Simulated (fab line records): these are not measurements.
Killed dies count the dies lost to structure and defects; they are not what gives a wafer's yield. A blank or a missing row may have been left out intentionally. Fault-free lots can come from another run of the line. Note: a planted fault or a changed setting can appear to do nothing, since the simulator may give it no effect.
The tool behind it: which one? / flow n5_finfet / 24 lots, 72 wafers sampled, at 5 steps of a route of 1938

WHAT THE GAUGES READ, wafer by wafer
N5_WELL_APT_CD_MEAS_08 targets a cd of 200 nm.
lot=L074; measured=day 1 13:50; on=cd_sem-03; cd_nm (nm)=200.6 201.6 199.3
lot=L075; measured=day 1 19:59; on=cd_sem-03; cd_nm (nm)=197.4 198.8 197.6
lot=L076; measured=day 2 01:52; on=cd_sem-02; cd_nm (nm)=200.6 201.2 201.8
lot=L077; measured=day 2 07:45; on=cd_sem-02; cd_nm (nm)=202.1 201.7 202.0
lot=L078; measured=day 2 13:58; on=cd_sem-02; cd_nm (nm)=200.5 201.1 201.6
lot=L079; measured=day 2 19:49; on=cd_sem-01; cd_nm (nm)=199.3 200.8 201.9
lot=L080; measured=day 3 01:49; on=cd_sem-01; cd_nm (nm)=199.8 200.2 199.4
lot=L081; measured=day 3 07:42; on=cd_sem-01; cd_nm (nm)=197.3 197.4 197.4
lot=L082; measured=day 3 13:43; on=cd_sem-01; cd_nm (nm)=201.6 198.7 201.4
lot=L083; measured=day 3 20:04; on=cd_sem-01; cd_nm (nm)=200.5 199.8 200.0
lot=L084; measured=day 4 02:07; on=cd_sem-02; cd_nm (nm)=199.2 201.1 200.4
lot=L085; measured=day 4 08:14; on=cd_sem-01; cd_nm (nm)=201.2 198.2 198.4
lot=L086; measured=day 4 13:39; on=cd_sem-01; cd_nm (nm)=198.5 199.6 199.7
lot=L087; measured=day 4 19:41; on=cd_sem-01; cd_nm (nm)=199.4 199.2 198.7
lot=L088; measured=day 5 01:43; on=cd_sem-02; cd_nm (nm)=200.0 200.4 198.2
lot=L089; measured=day 5 08:20; on=cd_sem-01; cd_nm (nm)=200.3 201.1 200.6
lot=L090; measured=day 5 13:49; on=cd_sem-03; cd_nm (nm)=200.6 199.5 199.5
lot=L091; measured=day 5 19:42; on=cd_sem-01; cd_nm (nm)=200.9 194.7 198.1
lot=L092; measured=day 6 01:40; on=cd_sem-01; cd_nm (nm)=199.3 201.8 199.0
lot=L093; measured=day 6 07:51; on=cd_sem-01; cd_nm (nm)=200.6 200.2 200.9
lot=L094; measured=day 6 13:46; on=cd_sem-01; cd_nm (nm)=201.3 198.0 199.7
lot=L095; measured=day 6 19:42; on=cd_sem-02; cd_nm (nm)=196.4 199.4 200.8
lot=L096; measured=day 7 01:37; on=cd_sem-01; cd_nm (nm)=200.1 200.2 200.0
lot=L097; measured=day 7 07:41; on=cd_sem-02; cd_nm (nm)=200.7 200.4 199.7

N5_FIN_SAQP_OVL_MEAS_17.
lot=L074; measured=day 1 22:26; on=overlay-02; FIN_CORE_OVL (nm)=-1.3 -0.7 -0.3
lot=L075; measured=day 2 04:18; on=overlay-02; FIN_CORE_OVL (nm)=-0.3 -0.3 -1.0
lot=L076; measured=day 2 10:34; on=overlay-01; FIN_CORE_OVL (nm)=0.2 0.1 0.5
lot=L077; measured=day 2 16:33; on=overlay-02; FIN_CORE_OVL (nm)=-0.1 -0.4 -0.4
lot=L078; measured=day 2 22:16; on=overlay-02; FIN_CORE_OVL (nm)=-1.2 -0.5 -0.7
lot=L079; measured=day 3 04:01; on=overlay-01; FIN_CORE_OVL (nm)=0.6 1.9 1.1
lot=L080; measured=day 3 09:35; on=overlay-02; FIN_CORE_OVL (nm)=1.1 -1.0 -1.0
lot=L081; measured=day 3 16:08; on=overlay-02; FIN_CORE_OVL (nm)=0.7 -0.2 0.8
lot=L082; measured=day 3 23:22; on=overlay-01; FIN_CORE_OVL (nm)=0.3 1.9 0.1
lot=L083; measured=day 4 04:26; on=overlay-01; FIN_CORE_OVL (nm)=0.0 -1.0 0.5
lot=L084; measured=day 4 11:23; on=overlay-01; FIN_CORE_OVL (nm)=0.6 0.8 -0.6
lot=L085; measured=day 4 16:41; on=overlay-01; FIN_CORE_OVL (nm)=0.8 0.0 0.2
lot=L086; measured=day 4 22:28; on=overlay-02; FIN_CORE_OVL (nm)=-0.5 0.0 -0.6
lot=L087; measured=day 5 04:55; on=overlay-01; FIN_CORE_OVL (nm)=-0.7 -0.5 0.8
lot=L088; measured=day 5 11:01; on=overlay-01; FIN_CORE_OVL (nm)=0.2 0.0 2.2
lot=L089; measured=day 5 16:18; on=overlay-01; FIN_CORE_OVL (nm)=0.2 -0.7 -0.9
lot=L090; measured=day 5 23:14; on=overlay-01; FIN_CORE_OVL (nm)=0.2 0.5 0.2
lot=L091; measured=day 6 05:16; on=overlay-02; FIN_CORE_OVL (nm)=0.6 -0.1 -2.1
lot=L092; measured=day 6 09:14; on=overlay-01; FIN_CORE_OVL (nm)=0.9 0.0 0.1
lot=L093; measured=day 6 16:09; on=overlay-01; FIN_CORE_OVL (nm)=1.0 -0.6 -0.1
lot=L094; measured=day 6 21:33; on=overlay-01; FIN_CORE_OVL (nm)=0.6 -0.6 -1.2
lot=L095; measured=day 7 04:17; on=overlay-02; FIN_CORE_OVL (nm)=0.7 -1.0 -1.2
lot=L096; measured=day 7 10:01; on=overlay-02; FIN_CORE_OVL (nm)=-0.5 -1.1 -0.2
lot=L097; measured=day 7 15:40; on=overlay-02; FIN_CORE_OVL (nm)=-0.4 -0.5 0.5

N5_DUMMY_GATE_OVL_MEAS_16.
lot=L074; measured=day 2 22:05; on=overlay-01; GATE_OVL (nm)=-0.7 -0.5 -1.0
lot=L075; measured=day 3 04:34; on=overlay-02; GATE_OVL (nm)=-0.1 -0.5 0.4
lot=L076; measured=day 3 10:57; on=overlay-02; GATE_OVL (nm)=0.0 -1.9 0.0
lot=L077; measured=day 3 18:21; on=overlay-02; GATE_OVL (nm)=1.0 0.4 -0.1
lot=L078; measured=day 4 01:05; on=overlay-02; GATE_OVL (nm)=0.0 -0.6 0.2
lot=L079; measured=day 4 06:21; on=overlay-01; GATE_OVL (nm)=-0.8 -0.8 -1.8
lot=L080; measured=day 4 10:41; on=overlay-01; GATE_OVL (nm)=0.5 0.3 -0.2
lot=L081; measured=day 4 20:05; on=overlay-02; GATE_OVL (nm)=-1.9 -0.1 -0.5
lot=L082; measured=day 5 01:38; on=overlay-01; GATE_OVL (nm)=-0.7 -0.3 -0.4
lot=L083; measured=day 5 05:16; on=overlay-01; GATE_OVL (nm)=0.1 1.3 -0.2
lot=L084; measured=day 5 11:40; on=overlay-01; GATE_OVL (nm)=-0.4 0.4 0.2
lot=L085; measured=day 5 15:56; on=overlay-01; GATE_OVL (nm)=0.1 -1.3 -0.3
lot=L086; measured=day 6 03:56; on=overlay-01; GATE_OVL (nm)=0.4 0.0 1.4
lot=L087; measured=day 6 05:44; on=overlay-01; GATE_OVL (nm)=-1.5 0.0 0.2
lot=L088; measured=day 6 13:34; on=overlay-02; GATE_OVL (nm)=1.4 0.2 0.6
lot=L089; measured=day 6 23:10; on=overlay-02; GATE_OVL (nm)=-0.4 -0.9 0.2
lot=L090; measured=day 7 00:25; on=overlay-02; GATE_OVL (nm)=1.0 0.9 1.0
lot=L091; measured=day 7 07:51; on=overlay-01; GATE_OVL (nm)=-1.3 0.8 -0.2
lot=L092; measured=day 7 10:53; on=overlay-01; GATE_OVL (nm)=-1.3 -0.8 -0.2
lot=L093; measured=day 7 15:39; on=overlay-01; GATE_OVL (nm)=1.0 0.1 0.4
lot=L094; measured=day 7 23:00; on=overlay-02; GATE_OVL (nm)=-0.9 -0.6 0.2
lot=L095; measured=day 8 05:07; on=overlay-02; GATE_OVL (nm)=-0.7 -1.3 -0.9
lot=L096; measured=day 8 09:08; on=overlay-02; GATE_OVL (nm)=-0.5 -0.1 -1.3
lot=L097; measured=day 8 16:07; on=overlay-02; GATE_OVL (nm)=0.8 0.3 0.8

WHICH TOOL RAN EACH LOT (tool, then ch and the chambers of the sampled wafers, then the start)
lot=L074; N5_FIN_SAQP_ALD_61=ald_sin-02 ch 0,1,3, day 1 21:01; N5_FIN_SAQP_HM_CD_35=cd_sem-03, day 2 02:52
lot=L075; N5_FIN_SAQP_ALD_61=ald_sin-02 ch 1,2, day 2 03:08; N5_FIN_SAQP_HM_CD_35=cd_sem-03, day 2 08:54
lot=L076; N5_FIN_SAQP_ALD_61=ald_sin-01 ch 0,1,3, day 2 09:05; N5_FIN_SAQP_HM_CD_35=cd_sem-03, day 2 14:35
lot=L077; N5_FIN_SAQP_ALD_61=ald_sin-04 ch 1,2, day 2 15:14; N5_FIN_SAQP_HM_CD_35=cd_sem-02, day 2 21:01
lot=L078; N5_FIN_SAQP_ALD_61=ald_sin-01 ch 1,2,3, day 2 21:10; N5_FIN_SAQP_HM_CD_35=cd_sem-03, day 3 04:55
lot=L079; N5_FIN_SAQP_ALD_61=ald_sin-04 ch 0,2,3, day 3 02:46; N5_FIN_SAQP_HM_CD_35=cd_sem-01, day 3 08:55
lot=L080; N5_FIN_SAQP_ALD_61=ald_sin-04 ch 1,2,3, day 3 08:14; N5_FIN_SAQP_HM_CD_35=cd_sem-02, day 3 14:04
lot=L081; N5_FIN_SAQP_ALD_61=ald_sin-04 ch 0,2,3, day 3 14:58; N5_FIN_SAQP_HM_CD_35=cd_sem-03, day 4 00:21
lot=L082; N5_FIN_SAQP_ALD_61=ald_sin-04 ch 0,1,3, day 3 22:00; N5_FIN_SAQP_HM_CD_35=cd_sem-02, day 4 05:31
lot=L083; N5_FIN_SAQP_ALD_61=ald_sin-01 ch 0,3, day 4 03:11; N5_FIN_SAQP_HM_CD_35=cd_sem-01, day 4 08:51
lot=L084; N5_FIN_SAQP_ALD_61=ald_sin-02 ch 0,1, day 4 10:12; N5_FIN_SAQP_HM_CD_35=cd_sem-02, day 4 15:46
lot=L085; N5_FIN_SAQP_ALD_61=ald_sin-04 ch 0,1,2, day 4 15:27; N5_FIN_SAQP_HM_CD_35=cd_sem-03, day 4 20:46
lot=L086; N5_FIN_SAQP_ALD_61=ald_sin-04 ch 0,3, day 4 20:55; N5_FIN_SAQP_HM_CD_35=cd_sem-02, day 5 04:38
lot=L087; N5_FIN_SAQP_ALD_61=ald_sin-04 ch 0,1,2, day 5 03:40; N5_FIN_SAQP_HM_CD_35=cd_sem-01, day 5 09:45
lot=L088; N5_FIN_SAQP_ALD_61=ald_sin-04 ch 0,1,3, day 5 09:46; N5_FIN_SAQP_HM_CD_35=cd_sem-02, day 5 15:12
lot=L089; N5_FIN_SAQP_ALD_61=ald_sin-01 ch 0,2,3, day 5 15:10; N5_FIN_SAQP_HM_CD_35=cd_sem-03, day 5 21:25
lot=L090; N5_FIN_SAQP_ALD_61=ald_sin-04 ch 2,3, day 5 22:01; N5_FIN_SAQP_HM_CD_35=cd_sem-01, day 6 05:03
lot=L091; N5_FIN_SAQP_ALD_61=ald_sin-01 ch 1,2,3, day 6 04:05; N5_FIN_SAQP_HM_CD_35=cd_sem-01, day 6 09:46
lot=L092; N5_FIN_SAQP_ALD_61=ald_sin-04 ch 0,1,3, day 6 08:07; N5_FIN_SAQP_HM_CD_35=cd_sem-02, day 6 15:18
lot=L093; N5_FIN_SAQP_ALD_61=ald_sin-02 ch 1,2, day 6 14:55; N5_FIN_SAQP_HM_CD_35=cd_sem-01, day 6 20:08
lot=L094; N5_FIN_SAQP_ALD_61=ald_sin-02 ch 0,2, day 6 20:26; N5_FIN_SAQP_HM_CD_35=cd_sem-01, day 7 02:09
lot=L095; N5_FIN_SAQP_ALD_61=ald_sin-04 ch 0,1,2, day 7 02:25; N5_FIN_SAQP_HM_CD_35=cd_sem-01, day 7 08:57
lot=L096; N5_FIN_SAQP_ALD_61=ald_sin-01 ch 0,2,3, day 7 08:46; N5_FIN_SAQP_HM_CD_35=cd_sem-03, day 7 14:00
lot=L097; N5_FIN_SAQP_ALD_61=ald_sin-02 ch 0,2, day 7 14:25; N5_FIN_SAQP_HM_CD_35=cd_sem-03, day 7 21:08
- N5_FIN_SAQP_ALD_61: deposits SiO2, target thk 4 nm, pulse time 1 s, purge time 2 s.
- N5_FIN_SAQP_HM_CD_35: target cd 8 nm.

WHAT THE TOOLS THEMSELVES READ (means of the sampled wafers that have a number; where no wafer has one, the mark that the record gives instead)
N5_FIN_SAQP_ALD_61.
lot=L074; tool=ald_sin-02; heater_power_w (W)=483; precursor_pulse_height_rel=0.977
lot=L075; tool=ald_sin-02; heater_power_w (W)=538; precursor_pulse_height_rel=0.980
lot=L076; tool=ald_sin-01; heater_power_w (W)=444; precursor_pulse_height_rel=0.986
lot=L077; tool=ald_sin-04; heater_power_w (W)=462; precursor_pulse_height_rel=1.008
lot=L078; tool=ald_sin-01; heater_power_w (W)=493; precursor_pulse_height_rel=1.009
lot=L079; tool=ald_sin-04; heater_power_w (W)=439; precursor_pulse_height_rel=1.001
lot=L080; tool=ald_sin-04; heater_power_w (W)=474; precursor_pulse_height_rel=1.019
lot=L081; tool=ald_sin-04; heater_power_w (W)=441; precursor_pulse_height_rel=1.001
lot=L082; tool=ald_sin-04; heater_power_w (W)=466; precursor_pulse_height_rel=0.998
lot=L083; tool=ald_sin-01; heater_power_w (W)=446; precursor_pulse_height_rel=1.019
lot=L084; tool=ald_sin-02; heater_power_w (W)=518; precursor_pulse_height_rel=1.000
lot=L085; tool=ald_sin-04; heater_power_w (W)=448; precursor_pulse_height_rel=0.990
lot=L086; tool=ald_sin-04; heater_power_w (W)=448; precursor_pulse_height_rel=0.977
lot=L087; tool=ald_sin-04; heater_power_w (W)=451; precursor_pulse_height_rel=0.996
lot=L088; tool=ald_sin-04; heater_power_w (W)=473; precursor_pulse_height_rel=0.995
lot=L089; tool=ald_sin-01; heater_power_w (W)=486; precursor_pulse_height_rel=1.002
lot=L090; tool=ald_sin-04; heater_power_w (W)=462; precursor_pulse_height_rel=0.988
lot=L091; tool=ald_sin-01; heater_power_w (W)=483; precursor_pulse_height_rel=0.971
lot=L092; tool=ald_sin-04; heater_power_w (W)=464; precursor_pulse_height_rel=1.005
lot=L093; tool=ald_sin-02; heater_power_w (W)=537; precursor_pulse_height_rel=0.990
lot=L094; tool=ald_sin-02; heater_power_w (W)=492; precursor_pulse_height_rel=0.986
lot=L095; tool=ald_sin-04; heater_power_w (W)=448; precursor_pulse_height_rel=1.004
lot=L096; tool=ald_sin-01; heater_power_w (W)=485; precursor_pulse_height_rel=0.970
lot=L097; tool=ald_sin-02; heater_power_w (W)=484; precursor_pulse_height_rel=1.000

N5_FIN_SAQP_HM_CD_35.
lot=L074; tool=cd_sem-03; cd_nm (nm)=7.91
lot=L075; tool=cd_sem-03; cd_nm (nm)=7.90
lot=L076; tool=cd_sem-03; cd_nm (nm)=7.89
lot=L077; tool=cd_sem-02; cd_nm (nm)=8.24
lot=L078; tool=cd_sem-03; cd_nm (nm)=8.10
lot=L079; tool=cd_sem-01; cd_nm (nm)=8.01
lot=L080; tool=cd_sem-02; cd_nm (nm)=7.91
lot=L081; tool=cd_sem-03; cd_nm (nm)=8.09
lot=L082; tool=cd_sem-02; cd_nm (nm)=7.82
lot=L083; tool=cd_sem-01; cd_nm (nm)=8.30
lot=L084; tool=cd_sem-02; cd_nm (nm)=7.75
lot=L085; tool=cd_sem-03; cd_nm (nm)=8.13
lot=L086; tool=cd_sem-02; cd_nm (nm)=8.04
lot=L087; tool=cd_sem-01; cd_nm (nm)=8.18
lot=L088; tool=cd_sem-02; cd_nm (nm)=8.21
lot=L089; tool=cd_sem-03; cd_nm (nm)=8.14
lot=L090; tool=cd_sem-01; cd_nm (nm)=8.13
lot=L091; tool=cd_sem-01; cd_nm (nm)=8.20
lot=L092; tool=cd_sem-02; cd_nm (nm)=8.06
lot=L093; tool=cd_sem-01; cd_nm (nm)=8.14
lot=L094; tool=cd_sem-01; cd_nm (nm)=7.98
lot=L095; tool=cd_sem-01; cd_nm (nm)=8.03
lot=L096; tool=cd_sem-03; cd_nm (nm)=8.01
lot=L097; tool=cd_sem-03; cd_nm (nm)=8.15

THE ANSWER, worked out from the rows above alone
Rule: the usual values come from the lots themselves. The widest of any qualifying gaps counts: lots, ordered by their means at a reading, are off when they make up no more than a third of the lots, leave a main group of 4 or more, and stand apart from it by 3 or more times the standard deviation of that group's means. If all means in a main group match to the digits the tables above print for the reading, that group is not used. A lot without any number at a reading at which 4 lots or more have one is off too. All remaining lots with rows at the step are treated as sound. The gauges are gone through in route order, then the tools' own readings, and for those a lot's mean is taken as printed above. At the first step where some lot is off, the reading lying furthest off is the one used; lots without a number count as furthest.
No lot is off at any reading shown: from this, nothing can be told.

WHAT THE SIMULATOR HAD INSERTED
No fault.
